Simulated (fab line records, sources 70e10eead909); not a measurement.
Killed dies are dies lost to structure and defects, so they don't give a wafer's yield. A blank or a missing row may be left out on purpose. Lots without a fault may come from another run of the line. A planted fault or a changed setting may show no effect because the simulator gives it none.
Chamber matching | flow nand_harc | NHARC_A_BLC_STRIP_21 on rie_diel-11: 4 sister chambers
The step strips in O2. 4 wafers are shown with their chamber, then 7 later ones without.

WAFERS WITH THEIR CHAMBER
wafer  | chamber | showerhead_plenum_p_Torr (Torr)
L084.1 | 3       | 3.45
L087.5 | 0       | 3.53
L090.2 | 1       | 3.29
L090.3 | 2       | 3.53

WAFERS WITHOUT THEIR CHAMBER
wafer  | showerhead_plenum_p_Torr (Torr)
L090.4 | 3.53
L089.1 | 3.45
L089.2 | 3.29
L089.5 | 3.53
L093.3 | 3.44
L093.5 | 3.53
L093.6 | 3.29

WHICH CHAMBER EACH WENT THROUGH
wafer  | from the rows above     | in truth
L090.4 | can't be placed: 0 or 2 | 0
L089.1 | 3                       | 3
L089.2 | 1                       | 1
L089.5 | can't be placed: 0 or 2 | 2
L093.3 | 3                       | 3
L093.5 | can't be placed: 0 or 2 | 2
L093.6 | 1                       | 1
Placed correctly: 4 of 7. Can't be placed from these rows: 3 (the true chamber is among the candidates in 3). Placed wrongly: 0.
How it was worked out, from the rows above alone: a wafer's distance from a chamber is the root of the sum, over the readings, of the square of ((its reading less the chamber's mean) divided by the reading's scatter). The wafer belongs to the nearest chamber; if the next one is less than 2 further off, it can't be placed. A chamber's mean is the mean of its shown wafers. The scatter: with one shown wafer a chamber, the root of the mean of the squares of how far each hidden wafer lies from its nearest shown one.
